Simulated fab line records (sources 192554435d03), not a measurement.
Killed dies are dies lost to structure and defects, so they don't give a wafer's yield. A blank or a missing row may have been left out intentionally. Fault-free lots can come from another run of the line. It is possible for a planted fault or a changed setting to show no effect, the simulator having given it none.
Problem report in the 8D (eight disciplines) form, filled by code | flow n5-finfet | the parts of the form that need people (team, actions taken, sign-off) are left out

== 1. PROBLEM STATEMENT ==
N5_PASSIVATION_PROBE_49, killed-at-front-end: mean 124 over 1 wafer from 1 lot; wafers with no fault: 38, standard deviation 11. Relative to the usual mean, that is a shift of +7.8 standard deviations.
Seen first at day 18 00:23 on prober-02, wafer L139.3. At this step, 12 wafers from 4 lots have a number in the record. The rule behind "out" and "out of limits": a value lying over 4 standard deviations away from the usual mean. The rest of the wafers with a number are treated as sound.

== 2. WHAT THIS IS AND IS NOT ==
question                    | is                                              | is not
which readings at this step | killed-at-front-end, killed-dies, killed-on-rim | killed_at_M0_to_M3, killed_at_M4_up, killed-at-contacts, killed-at-other, killed-open, killed-short
which lots                  | L139                                            | L127, L129, L144
which wafers of those lots  | L139.3                                          | L139.1, L139.5
read on which tools         | prober-02                                       | prober-01
when                        | from day 18 00:23                               | up to then (7 sound wafers); but 4 sound wafers of L139, L144 came after

== 3. THE SUSPECTS, EACH WITH WHAT RULES IT OUT ==
Counting: any tool at a process step up to the reading remains a suspect provided it ran every lot that is out. Sound lots after the first of them don't rule it out here, since some wafers of a struck lot are sound.
- rie-diel-04 at N5_GATE_CUT_STRIP_59 (strips in N2/H2, time 20 s): kept. It ran the lot that is out, L139 (day 8 22:14); its last sound lot up to then is L129 (day 6 08:11).
- wet-bench-01 at N5_GATE_CUT_PRECLEAN_31 (cleans in DIW, time 300 s): kept. It ran the lot that is out, L139 (day 8 22:20); its last sound lot up to then is L127 (day 5 22:39).
- ald-sin-01 at N5_GATE_CUT_SAC_CAP_01 (material SiNx, target thk 24 nm, pulse time 1 s, ald cycles 480): kept. It ran the lot that is out, L139 (day 8 22:37); its last sound lot up to then is L127 (day 5 22:53).
- cmp-01 at N5_GATE_CUT_CMP_02 (polishes, stops on SiO2, t overpolish 12.7 s, target thk 0 nm): kept. It ran the lot that is out, L139 (day 9 01:34).
- rie-diel-05 at N5_GATE_CUT_ETCH_36 (etches SiARC in CF4, target depth 13 nm, time 21.7 s): kept. It ran the lot that is out, L139 (day 9 02:32).
- rie-diel-05 at N5_GATE_CUT_STRIP_41 (strips in CF4): kept. It ran the lot that is out, L139 (day 9 02:43).
- prober-02 at N5_PASSIVATION_PROBE_49: kept. It ran the lot that is out, L139 (day 18 00:17); its last sound lot up to then is L127 (day 15 10:26). Its own killed-at-front-end, killed-dies, killed-on-rim readings are out on those wafers.
- In rie-diel-04 at N5_GATE_CUT_STRIP_59, the wafers that are out were processed in chamber 2 and their sound lot-mates in chambers 0, 3.
- At N5_GATE_CUT_CMP_02 on cmp-01, chamber 3 took the sound wafers of the same lots and chamber 2 took the wafers that are out.
- In rie-diel-05 at N5_GATE_CUT_ETCH_36, the wafers that are out were processed in chamber 1 and their sound lot-mates in chambers 0, 2.
- In rie-diel-05 at N5_GATE_CUT_STRIP_41, the wafers that are out were processed in chamber 1 and their sound lot-mates in chambers 0, 2.
Left after counting: rie-diel-04 at N5_GATE_CUT_STRIP_59, wet-bench-01 at N5_GATE_CUT_PRECLEAN_31, ald-sin-01 at N5_GATE_CUT_SAC_CAP_01, cmp-01 at N5_GATE_CUT_CMP_02, rie-diel-05 at N5_GATE_CUT_ETCH_36, rie-diel-05 at N5_GATE_CUT_STRIP_41, prober-02 at N5_PASSIVATION_PROBE_49.

== 4. THE CAUSE (what the simulator had put in) ==
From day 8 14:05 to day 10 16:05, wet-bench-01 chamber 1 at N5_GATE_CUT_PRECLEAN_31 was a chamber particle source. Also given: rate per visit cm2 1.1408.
This tool is one of the 7 suspects left after counting.

== 5. SEQUENCE OF EFFECTS, ordered by route ==
Rows list readings where the struck wafers' mean (over those with a number) sits beyond 3 standard deviations from the usual. Only readings for which the record gives a usual standard deviation are gone through. hours: the time from each lot's start at the first step in this table that gives one to its start at this step, as a median over the lots. sigmas: the change in usual standard deviations.
hours | step                    | reading             | usual | on struck wafers | change | sigmas
0     | N5_PASSIVATION_PROBE_49 | killed-at-front-end | 38    | 124              | +86    | +7.8
0     | N5_PASSIVATION_PROBE_49 | killed-dies         | 104   | 185              | +81    | +4.3
0     | N5_PASSIVATION_PROBE_49 | killed-on-rim       | 13    | 31               | +18    | +4.6
Its process steps:
- N5_PASSIVATION_PROBE_49

== 6. WHAT WOULD HAVE CAUGHT IT SOONER ==
In this record the first reading out of limits was taken at day 18 00:23, 226 hours after the fault began at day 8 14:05.
All the lots that are out (1) had begun N5_GATE_CUT_PRECLEAN_31 on wet-bench-01 by day 18 00:23. Holding the tool at that point would not have protected any of them.
